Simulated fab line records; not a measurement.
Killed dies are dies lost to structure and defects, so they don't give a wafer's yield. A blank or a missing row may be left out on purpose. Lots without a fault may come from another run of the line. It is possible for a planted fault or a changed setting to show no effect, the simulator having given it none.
Which tool was responsible? | flow nandHarc | 12 lots, 36 wafers sampled, at 1 step of a route of 1302

## WHAT THE GAUGES SHOWED, per wafer
NHARC_P_M2_CD_MEAS_16.
lot  | measured     | on       | cdNm (nm)
L075 | day 6 22:42  | cdSem-03 | 171.2 169.3 170.7
L077 | day 7 20:25  | cdSem-01 | 169.9 170.8 170.1
L079 | day 8 09:26  | cdSem-02 | 170.3 170.5 171.0
L081 | day 9 02:43  | cdSem-02 | 169.1 168.4 168.5
L083 | day 10 03:00 | cdSem-02 | 169.4 170.9 169.8
L085 | day 10 19:40 | cdSem-02 | 169.9 169.1 170.5
L088 | day 12 11:43 | cdSem-01 | 169.4 168.6 169.6
L089 | day 12 13:23 | cdSem-03 | 169.2 169.9 169.5
L091 | day 13 12:49 | cdSem-03 | 168.5 168.9 169.9
L093 | day 14 03:49 | cdSem-03 | 171.1 171.4 170.2
L095 | day 15 04:58 | cdSem-01 | 169.0 167.4 169.0
L097 | day 16 01:38 | cdSem-03 | 169.9 169.4 169.9

## WHICH TOOL RAN EACH LOT (tool, then ch and the chambers of the sampled wafers, then the start)
Before these readings, the record contains no process step.

## THE ANSWER, worked out from the rows above alone
Rule: the usual values come from the lots themselves. The widest of any qualifying gaps counts: lots, ordered by their means at a reading, are off when they make up no more than a third of the lots, leave a main group of 4 or more, and stand apart from it by 3 or more times the standard deviation of that group's means. A main group whose means are all the same, to the digits that the tables above print for the reading, isn't used. A lot without any number at a reading at which 4 lots or more have one is off too. Where the step has rows for the other lots, those lots are counted as sound.
Across all readings shown, no lot is off: no conclusion can be drawn from this.

## WHAT THE SIMULATOR PUT IN
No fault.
